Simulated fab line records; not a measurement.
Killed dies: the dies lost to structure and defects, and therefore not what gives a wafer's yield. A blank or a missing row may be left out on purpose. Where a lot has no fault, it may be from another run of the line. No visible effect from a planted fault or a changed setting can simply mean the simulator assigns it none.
Matching of chambers / flow n5 finfet / 3 sister chambers for N5_BEOL_M5_CURE_80 on uv cure-03
The step cures SiCOH lowk, time 120 s. 6 wafers are shown with their chamber, then 11 later ones without.

== WAFERS PAIRED WITH THEIR CHAMBERS ==
wafer=L074.3; chamber=1; wafer_temp_C_max=371.5; lamp power pct (%)=52.28
wafer=L074.6; chamber=1; wafer_temp_C_max=371.4; lamp power pct (%)=52.42
wafer=L086.4; chamber=0; wafer_temp_C_max=372.5; lamp power pct (%)=52.28
wafer=L086.5; chamber=0; wafer_temp_C_max=371.5; lamp power pct (%)=52.32
wafer=L087.5; chamber=2; wafer_temp_C_max=372.6; lamp power pct (%)=52.26
wafer=L088.3; chamber=2; wafer_temp_C_max=371.6; lamp power pct (%)=52.31

== WAFERS WHOSE CHAMBER IS MISSING ==
wafer=L088.5; wafer_temp_C_max=371.3; lamp power pct (%)=52.36
wafer=L088.6; wafer_temp_C_max=372.2; lamp power pct (%)=52.40
wafer=L089.1; wafer_temp_C_max=371.8; lamp power pct (%)=52.32
wafer=L089.2; wafer_temp_C_max=371.8; lamp power pct (%)=52.46
wafer=L089.3; wafer_temp_C_max=371.6; lamp power pct (%)=52.38
wafer=L093.1; wafer_temp_C_max=371.1; lamp power pct (%)=52.14
wafer=L093.3; wafer_temp_C_max=371.0; lamp power pct (%)=52.37
wafer=L093.5; wafer_temp_C_max=370.9; lamp power pct (%)=52.29
wafer=L094.1; wafer_temp_C_max=371.7; lamp power pct (%)=52.28
wafer=L094.4; wafer_temp_C_max=371.4; lamp power pct (%)=52.28
wafer=L094.5; wafer_temp_C_max=371.8; lamp power pct (%)=52.32

== WHICH CHAMBER EACH ONE RAN IN ==
wafer=L088.5; from the rows above=can't be placed: 1 or 0 or 2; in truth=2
wafer=L088.6; from the rows above=can't be placed: 1 or 0 or 2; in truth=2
wafer=L089.1; from the rows above=can't be placed: 0 or 2 or 1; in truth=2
wafer=L089.2; from the rows above=can't be placed: 1 or 0 or 2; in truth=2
wafer=L089.3; from the rows above=can't be placed: 1 or 0 or 2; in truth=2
wafer=L093.1; from the rows above=can't be placed: 2 or 0 or 1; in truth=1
wafer=L093.3; from the rows above=can't be placed: 1 or 0 or 2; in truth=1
wafer=L093.5; from the rows above=can't be placed: 1 or 0 or 2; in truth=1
wafer=L094.1; from the rows above=can't be placed: 0 or 2 or 1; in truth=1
wafer=L094.4; from the rows above=can't be placed: 0 or 1 or 2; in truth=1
wafer=L094.5; from the rows above=can't be placed: 0 or 2 or 1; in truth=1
Correctly placed: 0 of 11. These rows do not allow placing 11 (true chamber among the candidates in 11). Wrongly placed: 0.
How it was worked out, from the rows above alone: a wafer's distance from a chamber is the root of the sum, over the readings, of the square of ((its reading less the chamber's mean) divided by the reading's scatter). If the next closest chamber is less than 2 further off than the closest, the wafer can't be placed; otherwise it belongs to the closest. Each chamber's mean is taken over the wafers shown for it. How the scatter is found: for the shown wafers, subtract from each reading the mean of its chamber, square and add these, divide the total by (wafers less chambers), then take the root.
